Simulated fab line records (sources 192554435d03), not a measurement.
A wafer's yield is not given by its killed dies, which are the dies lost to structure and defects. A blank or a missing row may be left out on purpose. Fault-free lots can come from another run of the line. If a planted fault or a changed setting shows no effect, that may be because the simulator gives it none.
fab line records + flow n5Finfet
[record]
- lots = 7
- wafers = 21
- lastDay = 17
route steps=1938 shown MIM_BOT_LITHO@1856 MIM_BOT_ETCH@1866
lots untouched by any fault: they come from a run of this same line in which no faults occurred
startH: the number of hours between the record's first day and the start of the first shown wafer of the lot + waitH: hours from the lot's prior step to this one + " identical to the entry in the row above + L1.1+2: a single row standing in for several wafers + - no value present, or no start provided + * or withheld: withheld + < > ~ a bound
route shown NAME@n: names a module that has steps shown in the file, with the first one's number in the route + usual: the fault-free wafers' mean and standard deviation + same: alike in all rows + chamber/n: place in a boat + sites: readings site by site + _std_site: standard deviation across them + _edge_site: inner sites' mean taken away from outer sites' mean + radiusMm: how far each site lies from the wafer's centre + mask NAME#n: copy n + behind: tool/chamber where the wafer was last shaped + hold: why the lot went on hold/how many hours it stayed there/how the hold came to an end + device: which transistor (n, p or np) failed to switch + end of line: the tests these same wafers got at the end of their route + where a step has no rows: the recipe by itself + killed: not the wafer's yield, but the dies lost to structure and defects at the first sort + map: a wafer's dies, x killed, . not, _ none there
set.NAME: the run value of the setting; set.NAME@STEP: its run value at that earlier step + model.NAME: the simulator's own value behind a step, which no gauge read
certain route steps with their lots: each step a table, each wafer a row
services: from which hour (startH, from the record's first day; less than 0 if before it) a tool's chamber was out of use, for how many hours, and why
[[steps]]
[step N5_MIM_BOT_LITHO_EBR_04]
[recipe]
- solvent = PGMEA
- ebrWidthMm = 1.5
[step N5_MIM_BOT_LITHO_SOFTBAKE_03]
[recipe]
- tempC = 100
- timeS = 90
[step N5_MIM_BOT_LITHO_EXPOSE_05]
[recipe]
- maskId = MIM_BOT
- na = 0.55
- sourceShape = conventional
- sigmaOuter = 0.8
- polarization = unpolarized
- doseMj = 24.25
[step N5_MIM_BOT_LITHO_PEB_06]
[recipe]
- pebTempC = withheld
- pebTimeS = *
[step N5_MIM_BOT_LITHO_DEVELOP_07]
[recipe]
- developTimeS = 60
- rinseLiquid = diw
- dry = airSpin
- devTempC = 21
[step N5_MIM_BOT_LITHO_HARDBAKE_09]
[recipe]
- tempC = 130
- timeS = 120
[step N5_MIM_BOT_LITHO_CD_MEAS_08]
[recipe]
- targetCdNm = 3000
- landingEnergyEv = 500
- detector = seInlens
- polarity = opening
[usual]
- cdNm = 3000.0/1.4
| lot.wafer | tool     | chamber | startH | waitH | cdNm   |
|-----------|----------|---------|--------|-------|--------|
| L133.1    | cdSem-01 | 0       | 271.14 | -     | 3000.7 |
| L133.3    | "        | 0       | "      | "     | 3000.2 |
| L133.5    | "        | 0       | "      | "     | 2999.7 |
| L140.3    | cdSem-02 | 0       | 304.45 | -     | 2999.7 |
| L140.5    | "        | 0       | "      | "     | 3000.2 |
| L140.6    | "        | 0       | "      | "     | 2999.0 |
| L144.1    | cdSem-03 | 0       | 337.02 | -     | 2999.3 |
| L144.3    | "        | 0       | "      | "     | 2999.3 |
| L144.4    | "        | 0       | "      | "     | 3001.6 |
| L147.2    | cdSem-02 | 0       | 342.97 | -     | 3000.3 |
| L147.4    | "        | 0       | "      | "     | 3001.9 |
| L147.5    | "        | 0       | "      | "     | 3000.2 |
| L148.1    | cdSem-03 | 0       | 352.46 | -     | 3001.0 |
| L148.2    | "        | 0       | "      | "     | 3001.0 |
| L148.3    | "        | 0       | "      | "     | 3001.0 |
| L153.1    | cdSem-02 | 0       | 394.97 | -     | 3000.5 |
| L153.4    | "        | 0       | "      | "     | 3000.6 |
| L153.5    | "        | 0       | "      | "     | 3000.1 |
| L154.2    | cdSem-02 | 0       | 395.42 | -     | 3003.3 |
| L154.3    | "        | 0       | "      | "     | 3002.0 |
| L154.6    | "        | 0       | "      | "     | 3000.2 |
[step N5_MIM_BOT_LITHO_OVL_MEAS_11]
[recipe]
- pointsPerWafer = 44
[usual]
- MIM_BOT_OVL = 0/5.3
| lot.wafer | tool       | chamber | startH | waitH | MIM_BOT_OVL[nm] |
|-----------|------------|---------|--------|-------|-----------------|
| L133.1    | overlay-01 | 0       | 271.17 | 0.0   | 1               |
| L133.3    | "          | 0       | "      | "     | -1              |
| L133.5    | "          | 0       | "      | "     | 5               |
| L140.3    | overlay-02 | 0       | 304.47 | 0.0   | 1               |
| L140.5    | "          | 0       | "      | "     | 4               |
| L140.6    | "          | 0       | "      | "     | -4              |
| L144.1    | overlay-01 | 0       | 337.05 | 0.0   | 7               |
| L144.3    | "          | 0       | "      | "     | -3              |
| L144.4    | "          | 0       | "      | "     | 3               |
| L147.2    | overlay-01 | 0       | 343.00 | 0.0   | -3              |
| L147.4    | "          | 0       | "      | "     | -3              |
| L147.5    | "          | 0       | "      | "     | 5               |
| L148.1    | overlay-01 | 0       | 352.49 | 0.0   | -2              |
| L148.2    | "          | 0       | "      | "     | -6              |
| L148.3    | "          | 0       | "      | "     | 6               |
| L153.1    | overlay-01 | 0       | 395.00 | 0.0   | 1               |
| L153.4    | "          | 0       | "      | "     | -7              |
| L153.5    | "          | 0       | "      | "     | 11              |
| L154.2    | overlay-01 | 0       | 395.44 | 0.0   | -1              |
| L154.3    | "          | 0       | "      | "     | -4              |
| L154.6    | "          | 0       | "      | "     | -3              |
[step N5_MIM_BOT_LITHO_INSPECT_12]
[recipe]
- mode = adi
- inspectInstrument = macro
[usual]
- rawDefectCount = 2.1/1.4
| lot.wafer | tool             | chamber | startH | waitH | rawDefectCount |
|-----------|------------------|---------|--------|-------|----------------|
| L133.1    | defectInspect-01 | -       | 271.19 | 0.0   | 0              |
| L133.3    | "                | -       | "      | "     | 2              |
| L133.5    | "                | -       | "      | "     | 0              |
| L140.3    | defectInspect-02 | -       | 304.50 | 0.0   | 0              |
| L140.5    | "                | -       | "      | "     | 3              |
| L140.6    | "                | -       | "      | "     | 4              |
| L144.1    | defectInspect-02 | -       | 337.08 | 0.0   | 1              |
| L144.3    | "                | -       | "      | "     | 2              |
| L144.4    | "                | -       | "      | "     | 3              |
| L147.2    | defectInspect-01 | -       | 343.02 | 0.0   | 0              |
| L147.4    | "                | -       | "      | "     | 2              |
| L147.5    | "                | -       | "      | "     | 2              |
| L148.1    | defectInspect-01 | -       | 352.51 | 0.0   | 4              |
| L148.2    | "                | -       | "      | "     | 1              |
| L148.3    | "                | -       | "      | "     | 0              |
| L153.1    | defectInspect-02 | -       | 395.03 | 0.0   | 0              |
| L153.4    | "                | -       | "      | "     | 2              |
| L153.5    | "                | -       | "      | "     | 3              |
| L154.2    | defectInspect-01 | -       | 395.47 | 0.0   | 2              |
| L154.3    | "                | -       | "      | "     | 2              |
| L154.6    | "                | -       | "      | "     | 2              |
[step N5_MIM_BOT_LITHO_DESCUM_10]
[recipe]
- chemistry = O2
- timeS = 7.9
- sourcePowerW = 50
- biasPowerW = 20
- pressureMtorr = 20
- rfFrequencyHz = 2.712e+07
- tempC = 40
- o2FlowSccm = 225
[usual]
- biasPowerW = 19.99/0.062
- drypumpMotorCurrentA = 5.9/0.55
- oesProductAu = 0.79/0.069
- rfFwdPowerW = 49.63/0.18
- rfVppV = 242.8/1.3
- showerheadPlenumPTorr = 2.07/0.067
- throttleValvePct = 20.45/0.21
| lot.wafer | tool       | chamber | startH | waitH | biasPowerW | drypumpMotorCurrentA | oesProductAu | rfFwdPowerW | rfHoursCounterH | rfVppV | showerheadPlenumPTorr | throttleValvePct |
|-----------|------------|---------|--------|-------|------------|----------------------|--------------|-------------|-----------------|--------|-----------------------|------------------|
| L133.1    | rieDiel-04 | 1       | 271.22 | 0.0   | 20.11      | 5.9                  | 0.88         | 49.36       | 37              | 241.9  | 2.04                  | 20.36            |
| L133.3    | "          | 3       | "      | "     | 19.95      | 6.0                  | 0.80         | 49.45       | 93              | 244.4  | 2.21                  | 20.37            |
| L133.5    | "          | 2       | "      | "     | 19.86      | 5.8                  | 0.79         | 49.81       | -               | 241.9  | 2.02                  | 20.55            |
| L140.3    | rieDiel-04 | 0       | 304.53 | 0.0   | 19.93      | 6.5                  | 0.87         | 49.63       | 35              | 241.0  | 2.06                  | 20.35            |
| L140.5    | "          | 3       | "      | "     | 20.06      | 6.0                  | 0.78         | 49.58       | -               | 245.7  | 2.20                  | 20.38            |
| L140.6    | "          | 0       | "      | "     | 19.87      | 6.5                  | 0.87         | 49.76       | -               | 241.2  | 2.06                  | 20.35            |
| L144.1    | rieDiel-06 | 2       | 337.16 | 0.1   | 20.09      | 6.0                  | 0.69         | 49.44       | 213             | 241.9  | 1.99                  | 20.35            |
| L144.3    | "          | 3       | "      | "     | 19.97      | 5.0                  | 0.75         | 49.69       | 151             | 241.6  | 2.09                  | 20.58            |
| L144.4    | "          | 0       | "      | "     | 20.01      | 6.8                  | 0.74         | 49.63       | 166             | 242.5  | 1.99                  | 20.13            |
| L147.2    | rieDiel-04 | 0       | 343.19 | 0.2   | 20.08      | 6.5                  | 0.87         | 49.62       | 49              | 241.7  | 2.05                  | 20.36            |
| L147.4    | "          | 2       | "      | "     | 19.90      | 5.8                  | 0.77         | 49.74       | -               | 241.4  | 2.02                  | 20.58            |
| L147.5    | "          | 0       | "      | "     | 19.98      | 6.5                  | 0.86         | 49.83       | -               | 242.8  | 2.05                  | 20.39            |
| L148.1    | rieDiel-02 | 2       | 352.55 | 0.0   | 19.87      | 6.5                  | 0.75         | 49.70       | 152             | 243.3  | 2.08                  | 20.60            |
| L148.2    | "          | 3       | "      | "     | 20.07      | 5.1                  | 0.89         | 49.59       | 31              | 241.1  | 2.04                  | 20.63            |
| L148.3    | "          | 0       | "      | "     | 20.04      | 5.3                  | 0.79         | 49.48       | 93              | 243.3  | 2.03                  | 20.10            |
| L153.1    | rieDiel-04 | 1       | 395.06 | 0.0   | 20.01      | 6.0                  | 0.83         | 49.39       | 79              | 241.8  | 2.03                  | 20.42            |
| L153.4    | "          | 2       | "      | "     | 19.94      | 5.8                  | 0.77         | 49.54       | 151             | 241.8  | 2.01                  | 20.63            |
| L153.5    | "          | 2       | "      | "     | 19.87      | 5.8                  | 0.75         | 49.70       | -               | 240.7  | 2.01                  | 20.62            |
| L154.2    | rieDiel-02 | 2       | 395.50 | 0.0   | 19.98      | 6.5                  | 0.75         | 49.81       | 166             | 242.4  | 2.08                  | 20.63            |
| L154.3    | "          | 0       | "      | "     | 19.98      | 5.2                  | 0.79         | 49.74       | 108             | 242.1  | 2.02                  | 20.09            |
| L154.6    | "          | 1       | "      | "     | 20.00      | 5.5                  | 0.89         | 49.36       | -               | 243.2  | 2.13                  | 20.38            |
[step N5_MIM_BOT_ETCH_ETCH_04]
[recipe]
- chemistry = CF4/O2
- target = SiNx
- targetDepthA = 260
- timeS = 13
- ionEnergyEv = 100
- pressureMtorr = 40
- sourceW = 535
- biasW = 49
- Ar_flow_sccm = 100
- cf4FlowSccm = 100
- O2_flow_sccm = 10
[usual]
- drypumpMotorCurrentA = 5.9/0.55
- oes_ar_750_au = 0.79/0.067
- oesProductAu = 0.79/0.071
- rfFwdPowerW = 531.7/2
- rfVppV = 241.7/2.2
- showerheadPlenumPTorr = 2.18/0.066
- throttleValvePct = 15.99/0.19
| lot.wafer | tool       | chamber | startH | waitH | drypumpMotorCurrentA | oes_ar_750_au | oesProductAu | rfFwdPowerW | rfHoursCounterH | rfVppV | showerheadPlenumPTorr | throttleValvePct |
|-----------|------------|---------|--------|-------|----------------------|---------------|--------------|-------------|-----------------|--------|-----------------------|------------------|
| L133.1    | rieDiel-04 | 1       | 271.29 | 0.0   | 5.9                  | 0.89          | 0.89         | 530.5       | 37              | 238.8  | 2.15                  | 15.89            |
| L133.3    | "          | 3       | "      | "     | 6.0                  | 0.79          | 0.80         | 531.3       | 93              | 244.1  | 2.32                  | 15.91            |
| L133.5    | "          | 2       | "      | "     | 5.8                  | 0.79          | 0.79         | 535.3       | -               | 242.7  | 2.13                  | 16.03            |
| L140.3    | rieDiel-04 | 0       | 304.60 | 0.0   | 6.5                  | 0.89          | 0.89         | 532.9       | 35              | 239.4  | 2.16                  | 15.84            |
| L140.5    | "          | 3       | "      | "     | 6.0                  | 0.78          | 0.79         | 531.3       | -               | 244.4  | 2.31                  | 15.95            |
| L140.6    | "          | 0       | "      | "     | 6.5                  | 0.88          | 0.90         | 534.8       | -               | 238.8  | 2.16                  | 15.85            |
| L144.1    | rieDiel-06 | 2       | 337.23 | 0.0   | 6.0                  | 0.69          | 0.67         | 530.6       | 213             | 242.0  | 2.10                  | 15.97            |
| L144.3    | "          | 3       | "      | "     | 4.9                  | 0.74          | 0.75         | 529.7       | 151             | 244.9  | 2.20                  | 16.14            |
| L144.4    | "          | 0       | "      | "     | 6.8                  | 0.73          | 0.72         | 532.3       | 166             | 241.5  | 2.11                  | 15.83            |
| L147.2    | rieDiel-04 | 0       | 343.25 | 0.0   | 6.5                  | 0.86          | 0.86         | 534.0       | 49              | 238.8  | 2.16                  | 15.85            |
| L147.4    | "          | 2       | "      | "     | 5.9                  | 0.76          | 0.76         | 536.6       | -               | 243.1  | 2.12                  | 16.08            |
| L147.5    | "          | 0       | "      | "     | 6.5                  | 0.86          | 0.85         | 532.5       | -               | 239.0  | 2.16                  | 15.87            |
| L148.1    | rieDiel-02 | 2       | 352.61 | 0.0   | 6.5                  | 0.77          | 0.77         | 530.8       | 152             | 241.3  | 2.20                  | 16.21            |
| L148.2    | "          | 3       | "      | "     | 5.1                  | 0.87          | 0.88         | 534.4       | 31              | 238.3  | 2.15                  | 16.10            |
| L148.3    | "          | 0       | "      | "     | 5.2                  | 0.80          | 0.81         | 533.5       | 93              | 238.0  | 2.13                  | 15.57            |
| L153.1    | rieDiel-04 | 1       | 395.13 | 0.0   | 6.0                  | 0.83          | 0.83         | 532.0       | 79              | 239.0  | 2.14                  | 15.97            |
| L153.4    | "          | 2       | "      | "     | 5.8                  | 0.75          | 0.74         | 533.1       | 151             | 243.0  | 2.11                  | 16.12            |
| L153.5    | "          | 2       | "      | "     | 5.8                  | 0.74          | 0.75         | 535.7       | -               | 243.1  | 2.11                  | 16.10            |
| L154.2    | rieDiel-02 | 2       | 395.57 | 0.0   | 6.5                  | 0.76          | 0.76         | 531.7       | 166             | 241.5  | 2.19                  | 16.23            |
| L154.3    | "          | 0       | "      | "     | 5.3                  | 0.78          | 0.78         | 531.7       | 108             | 239.9  | 2.13                  | 15.60            |
| L154.6    | "          | 1       | "      | "     | 5.5                  | 0.89          | 0.89         | 529.8       | -               | 241.4  | 2.24                  | 15.87            |
[step N5_MIM_BOT_ETCH_ETCH_03]
[recipe]
- chemistry = Cl2/BCl3
- targetDepthA = 120
- pressureMtorr = 8
- icpW = 800
- biasW = 100
- Cl2_flow_sccm = 20
- bcl3FlowSccm = 80
[usual]
- drypumpMotorCurrentA = 5.8/0.43
- oesProductAu = 0.78/0.072
- rfFwdPowerW = 794.8/2.7
- throttleValvePct = 27.59/0.14
| lot.wafer | tool        | chamber | startH | waitH | drypumpMotorCurrentA | oesProductAu | rfFwdPowerW | rfHoursCounterH | throttleValvePct |
|-----------|-------------|---------|--------|-------|----------------------|--------------|-------------|-----------------|------------------|
| L133.1    | rieMetal-02 | 1       | 271.38 | 0.1   | 6.0                  | 0.78         | 799.3       | 36              | 27.54            |
| L133.3    | "           | 1       | "      | "     | 6.0                  | 0.78         | 799.4       | -               | 27.55            |
| L133.5    | "           | 0       | "      | "     | 6.2                  | 0.80         | 797.6       | -               | 27.81            |
| L140.3    | rieMetal-03 | 1       | 304.72 | 0.1   | 5.9                  | 0.69         | 790.6       | -               | 27.52            |
| L140.5    | "           | 0       | "      | "     | 5.1                  | 0.84         | 790.9       | -               | 27.72            |
| L140.6    | "           | 1       | "      | "     | 6.0                  | 0.69         | 789.4       | -               | 27.52            |
| L144.1    | rieMetal-02 | 0       | 337.32 | 0.1   | 6.2                  | 0.78         | 793.4       | 39              | 27.81            |
| L144.3    | "           | 0       | "      | "     | 6.2                  | 0.79         | 798.4       | -               | 27.81            |
| L144.4    | "           | 1       | "      | "     | 6.0                  | 0.77         | 796.2       | -               | 27.56            |
| L147.2    | rieMetal-02 | 0       | 343.34 | 0.1   | 6.2                  | 0.78         | 797.4       | 40              | 27.83            |
| L147.4    | "           | 1       | "      | "     | 6.0                  | 0.77         | 795.1       | -               | 27.57            |
| L147.5    | "           | 0       | "      | "     | 6.2                  | 0.78         | 797.1       | -               | 27.81            |
| L148.1    | rieMetal-02 | 0       | 352.70 | 0.1   | 6.2                  | 0.78         | 795.6       | 40              | 27.81            |
| L148.2    | "           | 1       | "      | "     | 6.0                  | 0.77         | 794.3       | 43              | 27.55            |
| L148.3    | "           | 0       | "      | "     | 6.2                  | 0.77         | 799.4       | -               | 27.82            |
| L153.1    | rieMetal-01 | 1       | 395.22 | 0.1   | 5.4                  | 0.87         | 795.1       | 15              | 27.52            |
| L153.4    | "           | 1       | "      | "     | 5.3                  | 0.86         | 792.6       | -               | 27.51            |
| L153.5    | "           | 1       | "      | "     | 5.4                  | 0.86         | 792.4       | -               | 27.53            |
| L154.2    | rieMetal-03 | 0       | 395.66 | 0.1   | 5.1                  | 0.81         | 794.2       | 28              | 27.74            |
| L154.3    | "           | 1       | "      | "     | 6.0                  | 0.67         | 790.7       | -               | 27.54            |
| L154.6    | "           | 0       | "      | "     | 5.1                  | 0.81         | 795.3       | -               | 27.73            |
[step N5_MIM_BOT_ETCH_ETCH_00]
[recipe]
- chemistry = Cl2/BCl3
- target = TiN
- targetDepthA = 455
- ionEnergyEv = 150
- pressureMtorr = 10
- icpW = 1000
- biasW = 126
- Cl2_flow_sccm = 53.25
- bcl3FlowSccm = 21.75
- Ar_flow_sccm = 25
[usual]
- drypumpMotorCurrentA = 5.8/0.43
- oes_ar_750_au = 0.78/0.073
- oesProductAu = 0.78/0.072
- rfFwdPowerW = 995/3.4
- throttleValvePct = 21.95/0.11
| lot.wafer | tool        | chamber | startH | waitH | drypumpMotorCurrentA | oes_ar_750_au | oesProductAu | rfFwdPowerW | rfHoursCounterH | throttleValvePct | model.etch.depthNm | model.MIM_BOT_ETCH.cdOffsetNm |
|-----------|-------------|---------|--------|-------|----------------------|---------------|--------------|-------------|-----------------|------------------|--------------------|-------------------------------|
| L133.1    | rieMetal-02 | 1       | 271.47 | 0.1   | 6.0                  | 0.78          | 0.78         | 997         | 36              | 21.85            | 46.45              | 0                             |
| L133.3    | "           | 1       | "      | "     | 6.0                  | 0.78          | 0.78         | 994         | -               | 21.86            | 46.25              | -0.4                          |
| L133.5    | "           | 0       | "      | "     | 6.2                  | 0.81          | 0.80         | 1002        | -               | 22.10            | 46.29              | -0.4                          |
| L140.3    | rieMetal-03 | 1       | 304.82 | 0.1   | 6.0                  | 0.69          | 0.69         | 990         | -               | 21.95            | 45.3               | -0.4                          |
| L140.5    | "           | 0       | "      | "     | 5.1                  | 0.85          | 0.84         | 994         | -               | 22.07            | 45.55              | 0                             |
| L140.6    | "           | 1       | "      | "     | 5.9                  | 0.69          | 0.69         | 994         | -               | 21.93            | 45.55              | -0.2                          |
| L144.1    | rieMetal-02 | 0       | 337.41 | 0.1   | 6.2                  | 1.03          | 0.89         | 1241        | 39              | 21.95            | 56.57              | -0.8                          |
| L144.3    | "           | 0       | "      | "     | 6.2                  | 1.03          | 0.89         | 1237        | -               | 21.95            | 56                 | -0.6                          |
| L144.4    | "           | 1       | "      | "     | 6.1                  | 0.98          | 0.87         | 1238        | -               | 21.67            | 56.5               | -0.6                          |
| L147.2    | rieMetal-02 | 0       | 343.43 | 0.1   | 6.2                  | 1.03          | 0.89         | 1233        | 40              | 21.92            | 56.56              | -1                            |
| L147.4    | "           | 1       | "      | "     | 6.1                  | 0.98          | 0.87         | 1237        | -               | 21.68            | 56.69              | -0.8                          |
| L147.5    | "           | 0       | "      | "     | 6.1                  | 1.03          | 0.89         | 1232        | -               | 21.93            | 56.25              | -1                            |
| L148.1    | rieMetal-02 | 0       | 352.79 | 0.1   | 6.2                  | 1.03          | 0.89         | 1240        | 40              | 21.93            | 56.36              | -0.6                          |
| L148.2    | "           | 1       | "      | "     | 6.0                  | 0.98          | 0.87         | 1235        | 43              | 21.69            | 56.68              | -0.6                          |
| L148.3    | "           | 0       | "      | "     | 6.2                  | 1.02          | 0.89         | 1238        | -               | 21.93            | 56.43              | -0.6                          |
| L153.1    | rieMetal-01 | 1       | 395.31 | 0.1   | 5.4                  | 0.86          | 0.87         | 991         | 15              | 21.89            | 45.42              | 0                             |
| L153.4    | "           | 1       | "      | "     | 5.4                  | 0.86          | 0.87         | 992         | -               | 21.90            | 45.28              | 0                             |
| L153.5    | "           | 1       | "      | "     | 5.4                  | 0.86          | 0.87         | 995         | -               | 21.88            | 45.26              | 0.2                           |
| L154.2    | rieMetal-03 | 0       | 395.75 | 0.1   | 5.1                  | 0.82          | 0.81         | 992         | 28              | 22.09            | 45.06              | -0.4                          |
| L154.3    | "           | 1       | "      | "     | 5.9                  | 0.67          | 0.67         | 994         | -               | 21.97            | 44.9               | 0.2                           |
| L154.6    | "           | 0       | "      | "     | 5.1                  | 0.82          | 0.81         | 995         | -               | 22.07            | 45.39              | -0.4                          |
[step N5_MIM_BOT_ETCH_STRIP_01]
[recipe]
- chemistry = O2
- powerW = 600
- tempC = 60
- pressureMtorr = 30
- rfFrequencyHz = 6e+07
- biasPowerW = 0
- overashFraction = 0.5
- o2FlowSccm = 225
[usual]
- drypumpMotorCurrentA = 5.8/0.59
- oesProductAu = 0.78/0.083
- rfVppV = 3.8/1.4
- showerheadPlenumPTorr = 2.07/0.063
- throttleValvePct = 16.70/0.24
[same]
- biasPowerW = 0
| lot.wafer | tool       | chamber | startH | waitH | drypumpMotorCurrentA | oesProductAu | rfHoursCounterH | rfVppV | showerheadPlenumPTorr | throttleValvePct |
|-----------|------------|---------|--------|-------|----------------------|--------------|-----------------|--------|-----------------------|------------------|
| L133.1    | rieDiel-06 | 3       | 271.61 | 0.1   | 4.9                  | 0.78         | 126             | 3.2    | 2.10                  | 16.81            |
| L133.3    | "          | 1       | "      | "     | 5.7                  | 0.73         | 174             | 2.2    | 2.18                  | 17.12            |
| L133.5    | "          | 2       | "      | "     | 5.9                  | 0.70         | -               | 2.7    | 2.00                  | 16.57            |
| L140.3    | rieDiel-02 | 3       | 304.92 | 0.1   | 5.1                  | 0.96         | 14              | 6.0    | 2.05                  | 16.78            |
| L140.5    | "          | 1       | "      | "     | 5.5                  | 0.97         | -               | 3.5    | 2.15                  | 16.53            |
| L140.6    | "          | 0       | "      | "     | 5.3                  | 0.82         | -               | 2.9    | 2.04                  | 16.31            |
| L144.1    | rieDiel-02 | 2       | 337.55 | 0.1   | 6.4                  | 0.75         | 146             | 3.2    | 2.09                  | 16.83            |
| L144.3    | "          | 0       | "      | "     | 5.3                  | 0.78         | 88              | 4.0    | 2.04                  | 16.34            |
| L144.4    | "          | 1       | "      | "     | 5.5                  | 0.92         | 14              | 3.1    | 2.14                  | 16.51            |
| L147.2    | rieDiel-06 | 0       | 343.63 | 0.2   | 6.8                  | 0.73         | 168             | 3.4    | 1.99                  | 16.46            |
| L147.4    | "          | 1       | "      | "     | 5.7                  | 0.67         | 198             | 2.1    | 2.17                  | 17.14            |
| L147.5    | "          | 0       | "      | "     | 6.9                  | 0.74         | -               | 4.6    | 1.99                  | 16.48            |
| L148.1    | rieDiel-02 | 0       | 352.93 | 0.1   | 5.3                  | 0.79         | 93              | 5.7    | 2.03                  | 16.29            |
| L148.2    | "          | 3       | "      | "     | 5.1                  | 0.90         | 31              | 6.5    | 2.05                  | 16.82            |
| L148.3    | "          | 1       | "      | "     | 5.5                  | 0.92         | 19              | 2.9    | 2.14                  | 16.60            |
| L153.1    | rieDiel-06 | 1       | 395.45 | 0.1   | 5.7                  | 0.69         | 217             | 4.6    | 2.17                  | 17.17            |
| L153.4    | "          | 3       | "      | "     | 4.9                  | 0.73         | 170             | 4.3    | 2.08                  | 16.82            |
| L153.5    | "          | 2       | "      | "     | 5.9                  | 0.68         | -               | 3.2    | 1.98                  | 16.68            |
| L154.2    | rieDiel-02 | 0       | 395.92 | 0.1   | 5.2                  | 0.77         | 109             | 4.5    | 2.03                  | 16.36            |
| L154.3    | "          | 1       | "      | "     | 5.5                  | 0.89         | 34              | 4.1    | 2.14                  | 16.57            |
| L154.6    | "          | 0       | "      | "     | 5.2                  | 0.77         | -               | 4.8    | 2.03                  | 16.38            |
[[services]]
| tool        | chamber | startH | hours | kind                        |
|-------------|---------|--------|-------|-----------------------------|
| rieMetal-01 | -       | 248.80 | 28.1  | pm                          |
| rieDiel-02  | 3       | 252.44 | -     | clean                       |
| rieDiel-02  | 3       | 252.44 | -     | consumableReplace:focusRing |
| rieDiel-02  | 3       | 252.44 | 23.4  | scheduledDown               |
| rieDiel-02  | 3       | 252.44 | 23.4  | ventCycle                   |
| rieMetal-01 | -       | 279.59 | 0.7   | repair                      |
| rieDiel-02  | 1       | 284.06 | -     | clean                       |
| rieDiel-02  | 1       | 284.06 | -     | consumableReplace:focusRing |
| rieDiel-02  | 1       | 284.06 | 13.9  | scheduledDown               |
| rieDiel-02  | 1       | 284.06 | 13.9  | ventCycle                   |
| rieDiel-04  | 1       | 342.58 | 5.9   | repair                      |
| rieDiel-04  | 3       | 353.66 | 5.1   | repair                      |
| rieDiel-06  | -       | 360.52 | 0.5   | repair                      |
| rieDiel-02  | -       | 374.68 | 2.8   | pm                          |
| rieDiel-04  | 0       | 379.45 | 4.8   | repair                      |
| rieMetal-01 | -       | 393.21 | 0.6   | repair                      |
[[key]]
[firstSign]
- step = N5_MIM_BOT_ETCH_ETCH_00
- reading = rfFwdPowerW
- direction = up
- sigmas = 72
- usual = *
- struck = *
[effect]
- step = N5_MIM_BOT_ETCH_ETCH_00
- reading = oes_ar_750_au
- direction = up
- sigmas = 3.2
- usual = 0.78
- struck = 1.01
[modelEffect]
- step = N5_MIM_BOT_ETCH_ETCH_00
- value = etch.depthNm
- without = 46.78
- struck = 56.45
metAt N5_MIM_BOT_ETCH_ETCH_00
struckWafers L144.1,L144.3,L144.4,L147.2,L147.4,L147.5,L148.1,L148.2,L148.3
onsetBetween 271.47 337.41
[fault]
- kind = processParameterDrift
- tool = rieMetal-02
- chamber = -
- onsetH = 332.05
- steps = N5_MIM_BOT_ETCH_ETCH_00
- channel = icpW
- offset = 240
- shape = step
- endH = 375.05
- actsIn = theseRecipesOnly
- stated = 1000
